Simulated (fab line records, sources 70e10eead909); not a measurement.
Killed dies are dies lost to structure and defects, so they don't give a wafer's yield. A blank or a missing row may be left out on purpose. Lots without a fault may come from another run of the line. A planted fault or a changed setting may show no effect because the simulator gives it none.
Chamber matching | flow nand_harc | NHARC_P_BONDPAD_ETCH_37 on rie_diel-12: 4 sister chambers
The step etches the open film in N2/H2, target depth 60 nm, overetch 18 nm, time 65.91 s. 7 wafers are shown with their chamber, then 8 later ones without.

WAFERS WITH THEIR CHAMBER
wafer  | chamber | showerhead_plenum_p_Torr (Torr) | drypump_motor_current_A (A)
L081.1 | 1       | 2.03                            | 6.5
L081.6 | 0       | 2.11                            | 5.9
L083.5 | 3       | 2.07                            | 6.4
L086.1 | 2       | 2.03                            | 5.7
L086.2 | 1       | 2.03                            | 6.5
L086.4 | 0       | 2.11                            | 5.9
L089.3 | 2       | 2.02                            | 5.8

WAFERS WITHOUT THEIR CHAMBER
wafer  | showerhead_plenum_p_Torr (Torr) | drypump_motor_current_A (A)
L089.4 | 2.07                            | 6.3
L089.5 | 2.03                            | 6.5
L094.2 | 2.07                            | 6.4
L094.5 | 2.11                            | 5.9
L094.6 | 2.07                            | 6.3
L097.2 | 2.06                            | 6.3
L097.5 | 2.11                            | 5.9
L097.6 | 2.03                            | 6.5

WHICH CHAMBER EACH WENT THROUGH
wafer  | from the rows above | in truth
L089.4 | 3                   | 3
L089.5 | 1                   | 1
L094.2 | 3                   | 3
L094.5 | 0                   | 0
L094.6 | 3                   | 3
L097.2 | 3                   | 3
L097.5 | 0                   | 0
L097.6 | 1                   | 1
Placed correctly: 8 of 8. Can't be placed from these rows: 0. Placed wrongly: 0.
How it was worked out, from the rows above alone: a wafer's distance from a chamber is the root of the sum, over the readings, of the square of ((its reading less the chamber's mean) divided by the reading's scatter). The wafer belongs to the nearest chamber; if the next one is less than 2 further off, it can't be placed. A chamber's mean is the mean of its shown wafers. The scatter: the root of (the sum of the squares of (reading less its chamber's mean) over the shown wafers, divided by (wafers less chambers)).
